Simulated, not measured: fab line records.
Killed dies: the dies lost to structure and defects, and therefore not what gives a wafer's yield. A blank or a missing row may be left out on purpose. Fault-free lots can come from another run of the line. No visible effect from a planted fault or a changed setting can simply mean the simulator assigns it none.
Struck lot and sound lot, side by side    flow n5_finfet    21 steps out of a route of 1938
Sound: these wafers, L806.2, L806.4, L806.5. Wafers struck: L812.1, L812.2, L812.6. The cause is given at the end.
At each step with rows: each side's tool, then ch and its chambers, then its first start. Under that, the readings that differ: sound wafers    struck wafers    difference of the means    sigmas: that difference in standard deviations of wafers without a fault.
alike: words and numbers the same on both sides, and readings whose means are apart by under 2 such deviations; not compared: readings that were withheld, readings missing a value for some wafer, numbers with overlapping values and no deviation given by the record, and bounds like >300 which may hide the same value.
A row with sigmas, a row that says differs or no value, or rows on one side alone: a step with any of these is where the two part. Numbers that have no deviation but don't overlap get no sigmas and don't part them. Lack of a reading on every wafer of one side parts them only where that side has two or more wafers.

first, 6 steps without rows for these wafers: N5_BEOL_M1_COAT_22 (resist thk 30 nm); N5_BEOL_M1_EBR_24; N5_BEOL_M1_SOFTBAKE_23 (time 60 s); N5_BEOL_M1_EXPOSE_25 (exposes mask V0, defocus 5 nm, target cd 24 nm); N5_BEOL_M1_PEB_26 (peb time 60 s); N5_BEOL_M1_DEVELOP_27 (develop time 30 s).
N5_BEOL_M1_CD_MEAS_28: target cd y 23.3 nm.
  sound on cd_sem-01 ch 0, day 7 02:10; struck on cd_sem-03 ch 0, day 8 09:10
  alike: cd_nm
N5_BEOL_M1_OVL_MEAS_29:
  sound on overlay-01 ch 0, day 7 02:12; struck on overlay-01 ch 0, day 8 09:12
reading      sound          struck       difference  sigmas
V0_OVL (nm)  -0.5 0.0 -0.6  0.5 0.9 1.1  +1.2        +2
N5_BEOL_M1_INSPECT_30: inspects for defects (brightfield).
  struck on defect_inspect-01, day 8 09:16; sound on defect_inspect-02, day 7 02:15
  alike: raw_defect_count
N5_BEOL_M1_DESCUM_33: chemistry O2, time 7 s.
  sound on rie_diel-05 ch 1,3, day 7 02:17; struck on rie_diel-03 ch 1,3, day 8 09:17
  alike: drypump_motor_current_A, oes_product_au, rf_vpp_V, showerhead_plenum_p_Torr, temp_c, throttle_valve_pct
  not compared: rf_hours_counter_h
N5_BEOL_M1_ETCH_77: etches underlayer in N2/H2, target depth 6.5 nm, time 5.2 s.
  sound on rie_diel-05 ch 1,3, day 7 02:19; struck on rie_diel-03 ch 1,3, day 8 09:19
  alike: drypump_motor_current_A, etch_rf_on_time_s, oes_product_au, rf_vpp_V, showerhead_plenum_p_Torr, throttle_valve_pct
  not compared: rf_hours_counter_h
N5_BEOL_M1_ETCH_69: etches SiARC in CF4, target depth 15.6 nm, time 26 s.
  sound on rie_diel-05 ch 1,3, day 7 02:20; struck on rie_diel-03 ch 1,3, day 8 09:20
  alike: drypump_motor_current_A, etch_rf_on_time_s, oes_product_au, rf_vpp_V, showerhead_plenum_p_Torr, throttle_valve_pct
  not compared: rf_hours_counter_h
N5_BEOL_M1_ALD_98: deposits SiO2, target thk 2.5 nm, pulse time 1 s, co reactant pulse time 1 s.
  sound on ald_sin-02 ch 0,1, day 7 02:25; struck on ald_sin-03 ch 0,2,3, day 8 09:25
reading                                   sound                struck       difference                     sigmas
ald_cycles                                17 17 17             12 12 12     -5                             
susceptor_temp_C (C)                      100.24 100.07 99.97  - - -        no value on the struck wafers  
model.SiO2_of_BEOL_M1_ALD_98.thk_nm (nm)  2.4 2.6 2.4          1.8 1.8 1.8  -0.7                           
  alike: heater_power_outer_w, heater_power_w, precursor_pulse_height_rel
N5_BEOL_M1_ETCHBACK_99: etches SiO2 in CHF3, target depth 5 nm, time 10.4 s.
  sound on rie_diel-03 ch 0,2,3, day 7 06:24; struck on rie_diel-03 ch 1,2, day 8 10:21
  alike: drypump_motor_current_A, oes_product_au, rf_vpp_V, showerhead_plenum_p_Torr, throttle_valve_pct
  not compared: rf_hours_counter_h
N5_BEOL_M1_ETCH_70: etches SOC in N2/H2, target depth 80 nm, overetch 16 nm, time 120 s.
  sound on rie_diel-03 ch 0,2,3, day 7 06:26; struck on rie_diel-03 ch 1,2, day 8 10:23
  alike: drypump_motor_current_A, oes_product_au, rf_vpp_V, showerhead_plenum_p_Torr, temp_c, throttle_valve_pct
  not compared: rf_hours_counter_h
then, 2 steps without rows for these wafers: N5_BEOL_M1_STRIP_71 (strips in N2/H2); N5_BEOL_M1_STRIP_78 (strips in N2/H2).
N5_BEOL_M1_VIA_ETCH_34: etches the open film in C4F6/O2, target depth 67.8 nm, time 64.4 s.
  sound on rie_diel-03 ch 0,2,3, day 7 06:32; struck on rie_diel-03 ch 1,2, day 8 10:29
reading                   sound           struck      difference  sigmas
model.BEOL_M1.cd_nm (nm)  18.4 17.6 17.8  19 19.6 19  +1          
  alike: drypump_motor_current_A, oes_product_au, rf_vpp_V, showerhead_plenum_p_Torr, throttle_valve_pct
  not compared: rf_hours_counter_h
then, 1 step without rows for these wafers: N5_BEOL_M1_STRIP_83 (strips in C4F6/O2).
N5_BEOL_M4_RC_MEAS_101:
  sound on prober-02 ch 0, day 8 17:12; struck on prober-01 ch 0, day 9 18:53
  alike: DIBL_N, DIBL_P, IOFF_N, IOFF_P, ION_N, ION_P, SS_N, SS_P, VT_N, VT_P
-- the record jumps here: 4 days lie between the struck wafers' starts before and after (it left off in module BEOL_M4 and takes up again in module PASSIVATION, whose first step shown is number 1936 of the route) --
N5_PASSIVATION_PROBE_49:
  struck on prober-02, day 13 17:10; sound on prober-02, day 13 01:52
reading                  sound  struck  difference  sigmas
killed_at_M0_to_M3       23     63      +40         +4
killed_dies              106    141     +35         +2
sort_bin_5_function (%)  5.5    7.5     +2.0        +2
sort_n_pass              1074   1039    -35         -2
  alike: defect_limited_yield, killed_at_M4_up, killed_at_contacts, killed_at_front_end, killed_at_other, killed_open, killed_short, sort_bin_4_leakage, sort_bin_6_memory, sort_yield_pct

== WHERE THEY PART ==
At N5_BEOL_M1_OVL_MEAS_29 first; at N5_PASSIVATION_PROBE_49 last (within this record only).

WHY: the cause the simulator had injected
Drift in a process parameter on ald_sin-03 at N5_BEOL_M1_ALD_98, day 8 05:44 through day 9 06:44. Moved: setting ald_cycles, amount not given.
